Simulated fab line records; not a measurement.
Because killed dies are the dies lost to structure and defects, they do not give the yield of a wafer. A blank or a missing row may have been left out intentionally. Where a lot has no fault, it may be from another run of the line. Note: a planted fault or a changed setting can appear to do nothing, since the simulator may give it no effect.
One fault through the eyes of 2 desks | flow n5Finfet | each desk holds nothing but its own numbers, with what lay behind them at the end

DESK OF THE TOOL OWNER: rieDiel-06
The tool's own readings at N5_SD_EPI_P_ETCH_37 (etches SOC in N2/H2, overetch 108 nm, time 486 s): means of the sampled wafers that have a number, for each lot that ran on this tool. The brackets show how far a lot's mean lies from the usual mean; more than 4 standard deviations puts the lot out of limits, marked OUT.
Columns: A = drypumpMotorCurrentA at N5_SD_EPI_P_ETCH_37, usual 5.9 A; B = n2FlowSccm at N5_SD_EPI_P_ETCH_37, usual 200.1 sccm; C = oesProductAu at N5_SD_EPI_P_ETCH_37, usual 0.67 a.u.; D = rfFwdPowerW at N5_SD_EPI_P_ETCH_37, usual 2995 W; E = rfVppV at N5_SD_EPI_P_ETCH_37, usual 241.1 V; F = showerheadPlenumPTorr at N5_SD_EPI_P_ETCH_37, usual 2.57 Torr; G = throttleValvePct at N5_SD_EPI_P_ETCH_37, usual 23.91 %
lot  | first seen here | A   | B     | C    | D              | E               | F    | G
L232 | day 3 18:14     | 5.6 | 200.4 | 0.66 | 2997           | 239.9           | 2.49 | 24.04
L235 | day 4 13:29     | 5.6 | 200.6 | 0.69 | 3713 (+75) OUT | 223.1 (-15) OUT | 2.48 | 23.90
L236 | day 4 22:23     | 5.4 | 200.2 | 0.70 | 3728 (+76) OUT | 223.9 (-14) OUT | 2.52 | 23.93
L238 | day 5 05:41     | 5.6 | 199.8 | 0.69 | 3717 (+75) OUT | 222.9 (-15) OUT | 2.47 | 23.90
L253 | day 9 02:59     | 5.8 | 200.4 | 0.67 | 3003           | 239.5           | 2.43 | 23.93
This desk's finding: out of limits on L235, L236, L238; first on L235, day 4 13:29 (rfFwdPowerW at N5_SD_EPI_P_ETCH_37). In limits: L232, L253.

FROM THE METROLOGY DESK
What the gauges read for every lot (on any tool): the sampled wafers with a number, averaged. The brackets show how far a lot's mean lies from the usual mean; more than 4 standard deviations puts the lot out of limits, marked OUT. Shown here are 7 of its 11 readings, the ones lying furthest out on some lot.
Columns: A = DIBL_N at N5_BEOL_M4_RC_MEAS_101, usual 36.3 mV/V; B = DIBL_P at N5_BEOL_M4_RC_MEAS_101, usual 36.5 mV/V; C = IOFF_N at N5_BEOL_M4_RC_MEAS_101, usual 0.16 nA/um; D = IOFF_P at N5_BEOL_M4_RC_MEAS_101, usual 0.22 nA/um; E = ION_N at N5_BEOL_M4_RC_MEAS_101, usual 677 uA/um; F = VT_N at N5_BEOL_M4_RC_MEAS_101, usual 249 mV; G = VT_P at N5_BEOL_M4_RC_MEAS_101, usual -248.9 mV
lot  | first seen here | A    | B    | C    | D    | E   | F   | G
L232 | day 3 12:19     | 37.9 | 37.9 | 0.20 | 0.24 | 691 | 247 | -247.8
L235 | day 4 08:49     | 38.2 | 38.5 | 0.19 | 0.24 | 694 | 247 | -250.6
L236 | day 4 17:37     | 38.4 | 38.3 | 0.20 | 0.25 | 685 | 246 | -247.1
L238 | day 5 00:31     | 36.4 | 36.5 | 0.15 | 0.18 | 674 | 252 | -255.3
L244 | day 6 14:22     | 37.0 | 37.6 | 0.17 | 0.26 | 677 | 248 | -247.3
L245 | day 6 19:37     | 35.6 | 36.9 | 0.17 | 0.23 | 671 | 249 | -249.1
L248 | day 7 12:28     | 35.5 | 35.8 | 0.16 | 0.21 | 677 | 248 | -250.8
L251 | day 8 05:31     | 32.8 | 32.8 | 0.11 | 0.16 | 654 | 255 | -252.9
L253 | day 8 22:08     | 35.5 | 37.0 | 0.17 | 0.23 | 680 | 248 | -248.5
This desk's verdict: no lot among the 9 shows anything out of limits.

BROUGHT TOGETHER
An alarm could have come from the tool owner's desk at day 4 13:29, on L235, L236, L238.
Metrology desk: nothing out of limits seen.
The metrology desk has L235, L236, L238 on record, within its limits.
N5_SD_EPI_P_ETCH_37 was run on rieDiel-06 by each of the lots named.

WHAT WAS PUT IN BY THE SIMULATOR
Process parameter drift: rieDiel-06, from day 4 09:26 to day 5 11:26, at N5_SD_EPI_P_ETCH_37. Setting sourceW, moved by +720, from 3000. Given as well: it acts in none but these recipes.
Lots struck among those shown: L235, L236, L238.
Hours from the fault's start to each desk's first reading out of limits: the tool owner's desk, 4.
